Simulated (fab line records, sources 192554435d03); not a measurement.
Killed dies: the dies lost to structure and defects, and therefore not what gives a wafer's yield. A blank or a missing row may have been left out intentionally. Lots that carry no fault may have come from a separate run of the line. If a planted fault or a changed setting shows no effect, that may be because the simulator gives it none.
Which of the tools did it? ; flow n5-finfet ; 11 lots with 33 wafers sampled at 5 steps, on a route of 1938 steps

== WHAT EACH GAUGE READ, for each wafer ==
N5_BEOL_M8_RS_MEAS_57: measures by four-point-probe.
lot;measured;on;M8_RS (ohm/sq)
L075;day 11 04:55;film-metro-02;0.278 0.299 0.311
L077;day 11 14:43;film-metro-01;0.288 0.293 0.281
L079;day 12 14:42;film-metro-02;0.288 0.293 0.291
L082;day 12 21:59;film-metro-01;0.288 0.281 0.286
L084;day 13 06:52;film-metro-01;0.292 0.293 0.291
L085;day 14 01:48;film-metro-02;0.292 0.291 0.280
L089;day 14 09:38;film-metro-02;0.294 0.282 0.296
L092;day 14 19:45;film-metro-02;0.276 0.278 0.283
L095;day 15 19:48;film-metro-02;0.280 0.280 0.283
L094;day 16 08:56;film-metro-02;0.288 0.288 0.284
L096;day 17 09:22;film-metro-01;0.291 0.276 0.290

== WHICH TOOL RAN EACH LOT (tool, then ch and the chambers of the sampled wafers, then the start) ==
lot;N5_BEOL_M8_HM_DEP_02;N5_BEOL_M8_ETCH_65;N5_BEOL_M8_VIA_ETCH_34;N5_BEOL_M8_CMP_52
L075;pvd-sputter-01, day 10 21:56;rie-diel-05 ch 2,3, day 11 00:26;rie-diel-05 ch 2,3, day 11 00:34;cmp-04 ch 0,1,3, day 11 04:29
L077;pvd-sputter-02, day 11 07:34;rie-diel-02 ch 1,2,3, day 11 11:26;rie-diel-02 ch 1,2,3, day 11 11:34;cmp-04 ch 0,2, day 11 14:19
L079;pvd-sputter-01, day 12 07:19;rie-diel-06 ch 0,1,2, day 12 12:03;rie-diel-06 ch 0,1,2, day 12 12:11;cmp-01 ch 1,2, day 12 14:16
L082;pvd-sputter-03, day 12 16:29;rie-diel-06 ch 0,1,3, day 12 19:01;rie-diel-06 ch 0,1,3, day 12 19:08;cmp-03 ch 2,3, day 12 21:33
L084;pvd-sputter-01, day 12 22:55;rie-diel-06 ch 0,1, day 13 03:13;rie-diel-06 ch 0,1, day 13 03:21;cmp-04 ch 1,2, day 13 06:26
L085;pvd-sputter-01, day 13 20:29;rie-diel-05 ch 0,2,3, day 13 22:59;rie-diel-05 ch 0,2,3, day 13 23:07;cmp-01 ch 0,2,3, day 14 01:27
L089;pvd-sputter-01, day 14 03:23;rie-diel-06 ch 0,3, day 14 06:37;rie-diel-06 ch 0,3, day 14 06:45;cmp-03 ch 1,2, day 14 09:13
L092;pvd-sputter-01, day 14 12:34;rie-diel-02 ch 2,3, day 14 16:35;rie-diel-02 ch 2,3, day 14 16:43;cmp-01 ch 0,3, day 14 19:20
L095;pvd-sputter-03, day 15 13:07;rie-diel-06 ch 0,1, day 15 15:58;rie-diel-06 ch 0,1, day 15 16:06;cmp-01 ch 1,2,3, day 15 19:27
L094;pvd-sputter-01, day 15 23:31;rie-diel-05 ch 0,2, day 16 04:50;rie-diel-05 ch 0,2, day 16 04:58;cmp-03 ch 0,2,3, day 16 08:31
L096;pvd-sputter-01, day 17 01:02;rie-diel-02 ch 0,1,2, day 17 06:27;rie-diel-02 ch 0,1,2, day 17 06:35;cmp-03 ch 0,2,3, day 17 08:59
- N5_BEOL_M8_HM_DEP_02: deposits TiN, target thk 20 nm.
- N5_BEOL_M8_ETCH_65: etches SiARC in CF4, target depth 15.6 nm, time 26 s.
- N5_BEOL_M8_VIA_ETCH_34: etches SiCOH lowk in C4F6/O2, target depth 125.5 nm, time 50.5 s.
- N5_BEOL_M8_CMP_52: polishes, stops on SiCOH lowk, t overpolish 6.9 s, target thk 80 nm.

== THE ANSWER, worked out from the rows above alone ==
Rule: what is usual is taken from the lots themselves. Put in order of their means at a reading, lots are off if they are a third of the lots or fewer, leave a main group of 4 or more, and stand apart from it by a gap of 3 or more times the standard deviation of the main group's means; of several such gaps the widest counts. The tables above print the reading to a certain number of digits; a main group whose means all agree to those digits is not used. A lot without any number at a reading at which 4 lots or more have one is off too. Where the step has rows for the other lots, those lots are counted as sound.
None of the lots is off at any reading shown; this tells nothing.

== WHAT THE SIMULATOR HAD INSERTED ==
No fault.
